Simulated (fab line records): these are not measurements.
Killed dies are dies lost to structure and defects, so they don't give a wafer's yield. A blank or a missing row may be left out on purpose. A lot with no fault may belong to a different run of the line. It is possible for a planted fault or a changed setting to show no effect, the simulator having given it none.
A struck lot beside a sound one -- flow n5Finfet -- 37 out of 1938 route steps
Sound: the wafers L911.1, L911.2, L911.6. Struck: wafer L908.2. (L908.1, L908.4 of the same lot were not struck and are left out.) The cause comes at the end.
Per side, at each step with rows, come the tool, then ch with its chambers, and then its first start. Under that, the readings that differ: sound wafers -- struck wafers -- difference of the means -- sigmas: that difference in standard deviations of wafers without a fault.
alike: same words and numbers on both sides, and readings whose means sit less than 2 such deviations apart. not compared: any withheld reading, any reading some wafer has no value for, any bound like >300 that may hide the same value, and any number with overlapping values for which the record gives no deviation.
Wherever a step has rows on one side only, a row that says differs or no value, or a row with sigmas, the two part there. When numbers do not overlap yet have no deviation, they are printed without sigmas and do not part them. A reading that every wafer of one side lacks parts them only if that side has two wafers or more.

first, 9 steps without rows for these wafers: N5_PMOS_HMC_CHANNEL_EPI_EXPOSE_06 (exposes mask PMOS HMC BLK, target cd 240 nm); N5_PMOS_HMC_CHANNEL_EPI_PEB_07 (peb time 60 s); N5_PMOS_HMC_CHANNEL_EPI_DEVELOP_08 (develop time 30 s); N5_PMOS_HMC_CHANNEL_EPI_DESCUM_14 (chemistry O2, time 7.9 s); N5_PMOS_HMC_CHANNEL_EPI_ETCH_32 (etches BARC in N2/H2, stops on SiO2, target depth 85.8 nm, time 50.3 s); N5_PMOS_HMC_CHANNEL_EPI_HM_OPEN_15 (chemistry CHF3/O2, target SiO2, target depth 40.6 nm, time 20.3 s); N5_PMOS_HMC_CHANNEL_EPI_STRIP_33 (strips in N2/H2); N5_PMOS_HMC_CHANNEL_EPI_STRIP_17 (strips in SPM, time 750 s); N5_PMOS_HMC_CHANNEL_EPI_ETCH_38 (etches SiO2 in CF4, target depth 1.5 nm).
N5_PMOS_HMC_CHANNEL_EPI_FIN_RECESS_16: chemistry HBr/Cl2, target Si, target depth 54 nm, time 18 s.
  sound on rieSi-02 ch 1,2, day 7 12:02; struck on rieSi-04 ch 2, day 6 18:48
reading,sound,struck,difference,sigmas
drypumpMotorCurrentA (A),5.3 4.7 5.3,6.5,+1.4,+3
oesProductAu (a.u.),0.958 0.971 0.956,1.002,+0.040,+2
model.etch.depthNm (nm),52.1 52.64 52.25,40.34,-11.99,
model.PMOS_HMC_CHANNEL_EPI.featureDepthNm (nm),52.1 52.64 52.25,40.34,-11.99,
model.SiO2_of_PMOS_HMC_CHANNEL_EPI_HM_DEP_34.thkNm (nm),29.76 30.31 30.24,32.02,+1.92,
  alike: throttleValvePct
  not compared: rfHoursCounterH
then, 1 step without rows for these wafers: N5_PMOS_HMC_CHANNEL_EPI_PRECLEAN_36 (cleans in O3/DIW, time 45 s).
N5_PMOS_HMC_CHANNEL_EPI_PRECLEAN_18: cleans in DHF, time 30 s.
  sound on wetBench-03 ch 0,5,6, day 7 12:08; struck on wetBench-03 ch 4, day 6 18:55
reading,sound,struck,difference,sigmas
model.SiO2_of_PMOS_HMC_CHANNEL_EPI_HM_DEP_34.thkNm (nm),24.18 24.7 24.62,26.49,+1.99,
then, 5 steps without rows for these wafers: N5_PMOS_HMC_CHANNEL_EPI_SRD_19 (time 30 s); N5_PMOS_HMC_CHANNEL_EPI_EPI_20 (deposits SiGe30, target thk 59 nm); N5_PMOS_HMC_CHANNEL_EPI_HM_STRIP_35 (strips SiO2 in dHF, material SiO2, target depth 39.6 nm, time 216 s); N5_PMOS_HMC_CHANNEL_EPI_SRD_39 (time 30 s); N5_PMOS_HMC_CHANNEL_EPI_CMP_21 (polishes SiGe30, target thk 54 nm).
N5_PMOS_HMC_CHANNEL_EPI_THK_MEAS_22:
  sound on filmMetro-01 at day 7 13:50; struck on filmMetro-02 at day 6 20:37
reading,sound,struck,difference,sigmas
HMC_CMP_THK (nm),52.1 52.5 52.2,40.4,-11.9,-12
then, 17 steps without rows for these wafers: N5_PMOS_HMC_CHANNEL_EPI_PRECLEAN_40 (cleans in DHF, time 30 s); N5_PMOS_HMC_CHANNEL_EPI_PRECLEAN_37 (cleans in O3/DIW, time 45 s); N5_PMOS_HMC_CHANNEL_EPI_PRECLEAN_24 (cleans in DHF, time 30 s); N5_PMOS_HMC_CHANNEL_EPI_SRD_25 (time 30 s); N5_PMOS_HMC_CHANNEL_EPI_EPI_26 (deposits Si from SiH4/H2, target thk 3.8 nm, time 22.7 s); N5_FIN_SAQP_PRECLEAN_42 (cleans in O3/DIW, time 60 s); N5_FIN_SAQP_PRECLEAN_00 (cleans in SC1, time 60 s); N5_FIN_SAQP_PRECLEAN_44 (cleans in SC2, time 45 s); N5_FIN_SAQP_SRD_01 (time 30 s); N5_FIN_SAQP_ALD_61 (deposits SiO2, target thk 4 nm, pulse time 1 s, purge time 2 s); N5_FIN_SAQP_DENSIFY_62 (time 60 s); N5_FIN_SAQP_HM_DEP_03 (deposits SiNx from SiH4/NH3/N2, target thk 38 nm, time 33.6 s); N5_FIN_SAQP_PECVD_47 (deposits a-Si from SiH4/He, target thk 45 nm, time 36.3 s); N5_FIN_SAQP_PECVD_48 (deposits SiNx from SiH4/NH3/N2, target thk 25 nm, time 22.1 s); N5_FIN_SAQP_PECVD_06 (deposits a-Si from SiH4/He, target thk 60 nm, time 48.1 s); N5_FIN_SAQP_HM_DEP_72 (deposits SiO2 from SiH4/N2O, target thk 12 nm, time 7.2 s); N5_FIN_SAQP_COAT_49 (time 60 s, resist thk 100 nm).
-- here the record skips 6 days between the struck wafers' starts before and after, leaving off in module FIN_SAQP and picking up in module BEOL_M4 (first step shown: number 1111 of the route) --
N5_BEOL_M4_RC_MEAS_101:
  sound on prober-01 ch 0, day 13 18:32; struck on prober-02 ch 0, day 13 06:28
reading,sound,struck,difference,sigmas
CJ_P,6.03 5.90 5.98,6.55,+0.58,+3
ION_P (uA/um),465 470 461,414,-51,-6
VT_P (mV),-248 -250 -251,-258,-8,-2
  alike: DIBL_N, DIBL_P, IOFF_N, IOFF_P, ION_N, SS_N, SS_P, VT_N
-- here the record skips 4 days between the struck wafers' starts before and after, leaving off in module BEOL_M4 and picking up in module PASSIVATION (first step shown: number 1936 of the route) --
N5_PASSIVATION_PROBE_49:
  sound on prober-01 at day 18 02:55; struck on prober-01 at day 17 14:19
reading,sound,struck,difference,sigmas
killed_at_M0_to_M3,51 35 37,14,-27,-3
sort_bin_6_memory (%),4.2 4.7 3.5,2.8,-1.3,-2
sort_bin_8_speed (%),0 0 0,91.44,+91.44,+99 or more
sortNPass,1038 1067 1073,13,-1046,-62
sortYieldPct (%),88.0 90.4 90.9,1.1,-88.7,-63
  alike: defectLimitedYield, killed_at_M4_up, killedAtContacts, killedAtFrontEnd, killedAtOther, killedDies, killedOpen, killedShort, sort_bin_5_function

## WHERE THEY PART
At N5_PMOS_HMC_CHANNEL_EPI_FIN_RECESS_16 first; at N5_PASSIVATION_PROBE_49 last (within this record only).

WHY: what the simulator had put in
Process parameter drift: rieSi-04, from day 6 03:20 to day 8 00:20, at N5_PMOS_HMC_CHANNEL_EPI_FIN_RECESS_16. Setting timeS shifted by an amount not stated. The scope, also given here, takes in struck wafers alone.
